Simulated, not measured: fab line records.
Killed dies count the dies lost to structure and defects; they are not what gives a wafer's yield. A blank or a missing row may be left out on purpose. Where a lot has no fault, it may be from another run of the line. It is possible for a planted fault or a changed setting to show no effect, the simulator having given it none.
Matching of chambers / flow n5-finfet / 4 sister chambers for N5_BEOL_M1_ETCH_69 on rie-diel-02
The step etches SiARC in CF4, target depth 15.6 nm, time 26 s. 8 wafers are shown with their chamber, then 7 later ones without.

## WAFERS PAIRED WITH THEIR CHAMBERS
wafer=L076.5; chamber=0; showerhead-plenum-p-Torr (Torr)=2.12; throttle-valve-pct (%)=15.98
wafer=L081.2; chamber=1; showerhead-plenum-p-Torr (Torr)=2.29; throttle-valve-pct (%)=15.22
wafer=L083.2; chamber=0; showerhead-plenum-p-Torr (Torr)=2.12; throttle-valve-pct (%)=16.03
wafer=L090.1; chamber=3; showerhead-plenum-p-Torr (Torr)=2.13; throttle-valve-pct (%)=15.88
wafer=L090.4; chamber=1; showerhead-plenum-p-Torr (Torr)=2.28; throttle-valve-pct (%)=15.27
wafer=L090.5; chamber=2; showerhead-plenum-p-Torr (Torr)=2.14; throttle-valve-pct (%)=15.44
wafer=L091.1; chamber=3; showerhead-plenum-p-Torr (Torr)=2.13; throttle-valve-pct (%)=15.88
wafer=L091.4; chamber=2; showerhead-plenum-p-Torr (Torr)=2.14; throttle-valve-pct (%)=15.45

## WAFERS WHOSE CHAMBER IS MISSING
wafer=L091.5; showerhead-plenum-p-Torr (Torr)=2.14; throttle-valve-pct (%)=15.44
wafer=L092.1; showerhead-plenum-p-Torr (Torr)=2.28; throttle-valve-pct (%)=15.27
wafer=L092.4; showerhead-plenum-p-Torr (Torr)=2.14; throttle-valve-pct (%)=15.46
wafer=L092.5; showerhead-plenum-p-Torr (Torr)=2.28; throttle-valve-pct (%)=15.27
wafer=L096.1; showerhead-plenum-p-Torr (Torr)=2.28; throttle-valve-pct (%)=15.28
wafer=L096.3; showerhead-plenum-p-Torr (Torr)=2.13; throttle-valve-pct (%)=15.90
wafer=L096.5; showerhead-plenum-p-Torr (Torr)=2.13; throttle-valve-pct (%)=15.91

## WHICH CHAMBER EACH ONE RAN IN
wafer=L091.5; from the rows above=2; in truth=2
wafer=L092.1; from the rows above=1; in truth=1
wafer=L092.4; from the rows above=2; in truth=2
wafer=L092.5; from the rows above=1; in truth=1
wafer=L096.1; from the rows above=1; in truth=1
wafer=L096.3; from the rows above=3; in truth=3
wafer=L096.5; from the rows above=3; in truth=3
Correctly placed: 7 of 7. Left unplaced by these rows: 0. Placed wrongly: 0.
How it was worked out, from the rows above alone: a wafer's distance from a chamber is the root of the sum, over the readings, of the square of ((its reading less the chamber's mean) divided by the reading's scatter). If the next closest chamber is less than 2 further off than the closest, the wafer can't be placed; otherwise it belongs to the closest. Each chamber's mean is taken over the wafers shown for it. The scatter is the square root of a quotient: the sum, over the shown wafers, of each reading's squared deviation from its chamber's mean, divided by wafers minus chambers.
